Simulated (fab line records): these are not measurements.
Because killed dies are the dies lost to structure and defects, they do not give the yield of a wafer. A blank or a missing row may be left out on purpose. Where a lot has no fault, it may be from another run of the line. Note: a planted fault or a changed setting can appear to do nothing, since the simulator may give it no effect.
A struck lot beside a sound one | flow n5-finfet | 15 out of 1938 route steps
Sound: the wafers L824.3, L824.4, L824.5. Struck: wafers L831.1, L831.4, L831.6. The cause is given at the end.
Order at every step that has rows: each side's tool, ch and its chambers, its first start. Under that, the readings that differ: sound wafers | struck wafers | difference of the means | sigmas: that difference in standard deviations of wafers without a fault.
alike: readings with means less than 2 such deviations apart, plus words and numbers identical on both sides. not compared: withheld readings, readings lacking a value on some wafer, bounds such as >300 that could conceal the same value, and numbers that have no deviation in the record and whose values overlap.
The two part at a step that has a row with sigmas, a row that says differs or no value, or rows on one side only. When numbers do not overlap yet have no deviation, they are printed without sigmas and do not part them. A reading that every wafer of one side lacks parts them only if that side has two wafers or more.

N5_BEOL_M7_OCD_MEAS_38:
  sound on ocd-01, day 11 16:58; struck on ocd-01, day 13 17:11
  alike: trench-depth-nm
then, 4 steps without rows for these wafers: N5_BEOL_M7_HM_STRIP_39 (strips TiN in peroxide tin strip, target depth 25 nm, time 158 s); N5_BEOL_M7_SRD_40 (time 30 s); N5_BEOL_M7_PRECLEAN_42 (cleans in residue remover, time 60 s); N5_BEOL_M7_SRD_43 (time 30 s).
N5_BEOL_M7_CD_MEAS_35 targets a cd of 40 nm.
  sound on cd-sem-01, day 11 17:16; struck on cd-sem-02, day 13 17:20
  alike: cd-nm
N5_BEOL_M7_CURE_75: cures SiCOH lowk, time 120 s.
  sound on uv-cure-01 ch 0, day 11 17:24; struck on uv-cure-02 ch 0, day 13 17:23
  alike: lamp-power-pct, wafer_temp_C_max
N5_BEOL_M7_DEGAS_44: time 60 s.
  sound on pvd-sputter-03, day 11 17:40; struck on pvd-sputter-01, day 13 18:04
  alike: heater-power-w
N5_BEOL_M7_PRE_CLEAN_45: time 30 s.
  sound on pvd-sputter-03, day 11 17:42; struck on pvd-sputter-01, day 13 18:06
  alike: heater-power-w
N5_BEOL_M7_ALD_77: deposits TaN, target thk 2 nm, pulse time 2 s, purge time 3 s.
  sound on ald-metal-03 ch 0,3, day 11 17:46; struck on ald-metal-04 ch 0,1, day 13 18:11
  alike: chamber-pressure-Torr, heater-power-w, precursor-vessel-pressure-torr
N5_BEOL_M7_SURFACE_TREAT_79:
  sound on pvd-sputter-02, day 11 18:23; struck on pvd-sputter-01, day 13 18:32
  not compared: throttle-valve-pct
then, 1 step without rows for these wafers: N5_BEOL_M7_CVD_78 (deposits Co from CCTBA/H2, target thk 2 nm, time 142.3 s).
N5_BEOL_M7_SPUTTER_48: material Cu, target thk 10 nm, time 1.667 s.
  sound on pvd-sputter-03, day 11 19:54; struck on pvd-sputter-03, day 13 18:44
  reading                | sound             | struck            | difference | sigmas
  cathode-dc-power-W (W) | 26004 25995 25999 | 24965 24966 24963 | -1035      | -99 or more
  alike: bias-v, throttle-valve-pct
then, 1 step without rows for these wafers: N5_BEOL_M7_ECD_50 (material Cu, target thk 300 nm).
-- a jump in the record: the struck wafers' starts before and after are 3 days apart (it breaks off in module BEOL_M7 and resumes in module PASSIVATION, where the first step shown is number 1936 of the route) --
N5_PASSIVATION_PROBE_49:
  only the struck wafers here have rows in the record (prober-01, day 16 23:06); the sound ones have none

== WHERE THEY PART ==
First at N5_BEOL_M7_SPUTTER_48; last, within this record, at N5_PASSIVATION_PROBE_49.

WHY: the cause the simulator had injected
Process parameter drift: pvd-sputter-03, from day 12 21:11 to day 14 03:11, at N5_BEOL_M7_SPUTTER_48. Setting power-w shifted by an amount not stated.
